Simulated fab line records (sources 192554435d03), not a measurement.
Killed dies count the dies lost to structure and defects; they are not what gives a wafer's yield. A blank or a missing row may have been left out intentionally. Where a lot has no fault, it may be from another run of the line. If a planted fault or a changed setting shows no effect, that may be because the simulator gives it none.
Which tool did it?    flow n5Finfet    10 lots with 30 wafers sampled at 5 steps, on a route of 1938 steps

WHAT THE GAUGES READ, wafer by wafer
Not one reading of a measure or inspect step in the record can be checked against a usual standard deviation.

EACH LOT AND THE TOOL THAT RAN IT (in order: tool; ch and the chambers of the sampled wafers; start)
lot   N5_BEOL_M14_TRENCH_ETCH_34         N5_PASSIVATION_STRIP_14            N5_PASSIVATION_DEGAS_18      N5_PASSIVATION_AL_DEP_21     N5_PASSIVATION_PROBE_49
L725  rieDiel-05 ch 2,3, day 12 10:43    rieDiel-01 ch 2,3, day 13 08:10    pvdSputter-01, day 13 08:47  pvdSputter-01, day 13 08:58  -
L727  rieDiel-05 ch 0,2,3, day 13 12:28  rieDiel-06 ch 0,2, day 14 09:42    pvdSputter-01, day 14 10:10  pvdSputter-01, day 14 10:20  -
L729  rieDiel-05 ch 0,1,3, day 13 23:43  rieDiel-03 ch 1,2, day 14 17:17    pvdSputter-03, day 14 17:31  pvdSputter-03, day 14 17:42  -
L735  rieDiel-05 ch 0,2,3, day 14 23:32  rieDiel-01 ch 0,2,3, day 15 18:59  pvdSputter-01, day 15 19:17  pvdSputter-01, day 15 19:28  prober-02, day 16 01:41
L734  rieDiel-05 ch 1,2, day 15 12:43    rieDiel-03 ch 2,3, day 16 08:09    pvdSputter-03, day 16 08:37  pvdSputter-03, day 16 08:47  -
L738  rieDiel-05 ch 0,2,3, day 16 04:37  rieDiel-06 ch 0,3, day 16 23:21    pvdSputter-01, day 17 00:03  pvdSputter-01, day 17 00:14  prober-01, day 17 06:22
L736  rieDiel-04 ch 1,2, day 16 05:08    rieDiel-03 ch 0,1,3, day 16 23:28  pvdSputter-03, day 17 00:51  pvdSputter-03, day 17 01:02  -
L740  rieDiel-05 ch 0,2,3, day 16 22:18  rieDiel-03 ch 0,2,3, day 17 19:05  pvdSputter-02, day 17 19:46  pvdSputter-02, day 17 19:56  prober-02, day 18 01:34
L744  rieDiel-04 ch 2,3, day 17 14:53    rieDiel-03 ch 1,2,3, day 18 10:39  pvdSputter-02, day 18 12:28  pvdSputter-02, day 18 12:39  -
L745  rieDiel-02 ch 0,1,2, day 18 06:26  rieDiel-01 ch 0,1,3, day 19 00:56  pvdSputter-01, day 19 03:02  pvdSputter-01, day 19 03:13  -
- N5_BEOL_M14_TRENCH_ETCH_34: etches SiO2 in C4F8/O2/Ar, target depth 556.65 nm, time 126.9 s.
- N5_PASSIVATION_STRIP_14: strips in O2.
- N5_PASSIVATION_DEGAS_18: time 60 s.
- N5_PASSIVATION_AL_DEP_21: deposits Al, target thk 2800 nm, time 170 s.
- N5_PASSIVATION_PROBE_49

AS READ BY THE TOOLS THEMSELVES (means over the sampled wafers that have a number; for cases with no such wafer, the mark the record gives instead)
N5_BEOL_M14_TRENCH_ETCH_34. Usual: drypumpMotorCurrentA 5.9 A, standard deviation 0.38; heOuterTorr 30.01 Torr, standard deviation 0.057; oesProductAu 0.80 a.u., standard deviation 0.08; rfVppV 2230 V, standard deviation 13; showerheadPlenumPTorr 3.47 Torr, standard deviation 0.16; throttleValvePct 30.82 %, standard deviation 0.21.
lot   tool        drypumpMotorCurrentA (A)  heOuterTorr (Torr)  oesProductAu (a.u.)  rfVppV (V)  showerheadPlenumPTorr (Torr)  throttleValvePct (%)  flag
L725  rieDiel-05  6.0                       30.02               0.88                 2239        3.60                          30.87                 
L727  rieDiel-05  5.9                       29.96               0.83                 2238        3.56                          30.79                 
L729  rieDiel-05  5.7                       30.08               0.79                 2228        3.40                          30.87                 
L735  rieDiel-05  5.9                       30.00               0.81                 2238        3.55                          30.78                 
L734  rieDiel-05  5.5                       29.94               0.74                 2227        3.32                          31.07                 
L738  rieDiel-05  5.9                       30.02               0.80                 2237        3.55                          30.80                 
L736  rieDiel-04  6.1                       30.08               0.83                 2224        3.42                          30.96                 
L740  rieDiel-05  5.9                       29.98               0.79                 2237        3.54                          30.80                 
L744  rieDiel-04  6.0                       29.96               0.87                 2229        3.34                          30.72                 
L745  rieDiel-02  5.7                       30.00               0.78                 2234        3.50                          30.85                 

N5_PASSIVATION_STRIP_14. Usual: drypumpMotorCurrentA 5.49 A, standard deviation 0.25; oesProductAu 0.80 a.u., standard deviation 0.099; rfVppV 3.6 V, standard deviation 0.91; showerheadPlenumPTorr 2.06 Torr, standard deviation 0.076; tempC 59.99 C, standard deviation 0.11; throttleValvePct 16.63 %, standard deviation 0.3.
lot   tool        drypumpMotorCurrentA (A)  oesProductAu (a.u.)  rfVppV (V)  showerheadPlenumPTorr (Torr)  tempC (C)  throttleValvePct (%)  flag
L725  rieDiel-01  5.66                      0.72                 3.0         2.02                          60.04      16.58                 
L727  rieDiel-06  5.80                      0.78                 3.9         2.17                          60.07      16.45                 
L729  rieDiel-03  5.23                      0.72                 3.6         1.97                          59.98      16.73                 
L735  rieDiel-01  5.47                      0.81                 3.6         2.06                          60.02      16.59                 
L734  rieDiel-03  5.56                      0.82                 3.7         2.06                          59.95      16.83                 
L738  rieDiel-06  5.34                      0.85                 3.2         2.16                          59.98      16.43                 
L736  rieDiel-03  5.49                      0.87                 3.6         2.01                          59.97      16.45                 
L740  rieDiel-03  5.52                      0.85                 3.6         2.06                          60.07      16.72                 
L744  rieDiel-03  5.40                      0.76                 3.9         2.01                          60.19      16.83                 
L745  rieDiel-01  5.45                      0.78                 4.1         2.08                          60.07      16.61                 

N5_PASSIVATION_DEGAS_18. Usual: heaterPowerW 462 W, standard deviation 44; susceptorTempC 300.00 C, standard deviation 0.18.
lot   tool           heaterPowerW (W)  susceptorTempC (C)  flag
L725  pvdSputter-01  484               300.04              
L727  pvdSputter-01  419               300.00              
L729  pvdSputter-03  467               300.02              
L735  pvdSputter-01  419               300.00              
L734  pvdSputter-03  419               299.77              
L738  pvdSputter-01  430               299.86              
L736  pvdSputter-03  415               300.28              
L740  pvdSputter-02  473               299.88              
L744  pvdSputter-02  453               299.94              
L745  pvdSputter-01  450               300.26              

N5_PASSIVATION_AL_DEP_21. Usual: chamberPressurePa 0.4000 Pa, standard deviation 0.00078; susceptorTempC 400.01 C, standard deviation 0.21; throttleValvePct 30.0 %, standard deviation 1.2.
lot   tool           chamberPressurePa (Pa)  susceptorTempC (C)  throttleValvePct (%)  flag
L725  pvdSputter-01  0.4003                  400.10              28.5                  
L727  pvdSputter-01  0.3997                  400.06              29.1                  
L729  pvdSputter-03  0.4005                  399.94              30.3                  
L735  pvdSputter-01  0.4000                  399.99              29.3                  
L734  pvdSputter-03  0.4010                  400.10              30.7                  
L738  pvdSputter-01  0.3999                  400.28              30.5                  
L736  pvdSputter-03  0.4005                  400.01              30.5                  
L740  pvdSputter-02  0.4004                  399.80              29.0                  
L744  pvdSputter-02  0.3998                  399.97              30.0                  
L745  pvdSputter-01  0.4008                  399.91              30.0                  

N5_PASSIVATION_PROBE_49. Usual: defectLimitedYield 91.0 %, standard deviation 1.5; killed_at_M0_to_M3 37, standard deviation 12; killed_at_M4_up 13, standard deviation 5; killedAtContacts 13, standard deviation 6.1; killedAtFrontEnd 39, standard deviation 11; killedAtOther 4, standard deviation 3.2; killedDies 106, standard deviation 17; killedOnRim 13, standard deviation 4.2; killedOpen 69, standard deviation 12; killedShort 35, standard deviation 7.9; sort_bin_4_leakage 0.00 %, standard deviation 0.007; sort_bin_5_function 5.3 %, standard deviation 1; sort_bin_6_memory 3.3 %, standard deviation 0.68; sortNPass 1074, standard deviation 17; sortYieldPct 91.0 %, standard deviation 1.5.
lot   tool       defectLimitedYield (%)  killed_at_M0_to_M3  killed_at_M4_up  killedAtContacts  killedAtFrontEnd  killedAtOther  killedDies  killedOnRim  killedOpen  killedShort  sort_bin_4_leakage (%)  sort_bin_5_function (%)  sort_bin_6_memory (%)  sortNPass  sortYieldPct (%)  flag
L735  prober-02  90.0                    38                  15               15                45                4              118         17           82          35           0.00                    5.9                      3.8                    1062       90.0              
L738  prober-01  88.7                    41                  36               10                39                7              133         22           68          42           0.00                    6.9                      3.7                    1047       88.7              OFF
L740  prober-02  90.4                    28                  36               8                 38                3              114         18           62          28           0.00                    5.9                      3.2                    1066       90.4              OFF

THE ANSWER, worked out from the rows above alone
Rule: a lot is off if the mean of its wafers that have a number lies more than 3 standard deviations from the usual mean. A lot without any number at a reading at which 4 lots or more have one is off too. All remaining lots with rows at the step are treated as sound. First the gauges in route order, then the tools' own readings, where a lot's mean is used as printed above. At the first step where some lot is off, the reading lying furthest off is the one used; lots without a number count as furthest.
Off: L738, L740 (N5_PASSIVATION_PROBE_49, killed_at_M4_up). Neither off nor sound, because the step has no rows for them: L725, L727, L729, L734, L736, L744, L745.
A tool fits if, at that step or a process step before it, it ran every lot that is off, and no sound lot after the first of them. One candidate fits, namely rieDiel-05 at N5_BEOL_M14_TRENCH_ETCH_34. A fault onset in the window from L735 (day 14 23:32, its last sound lot) to L738 (day 16 04:37, its first lot off) fits.

WHAT THE SIMULATOR PUT IN
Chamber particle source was rieDiel-05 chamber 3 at N5_BEOL_M14_TRENCH_ETCH_34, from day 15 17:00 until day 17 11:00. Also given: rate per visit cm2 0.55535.
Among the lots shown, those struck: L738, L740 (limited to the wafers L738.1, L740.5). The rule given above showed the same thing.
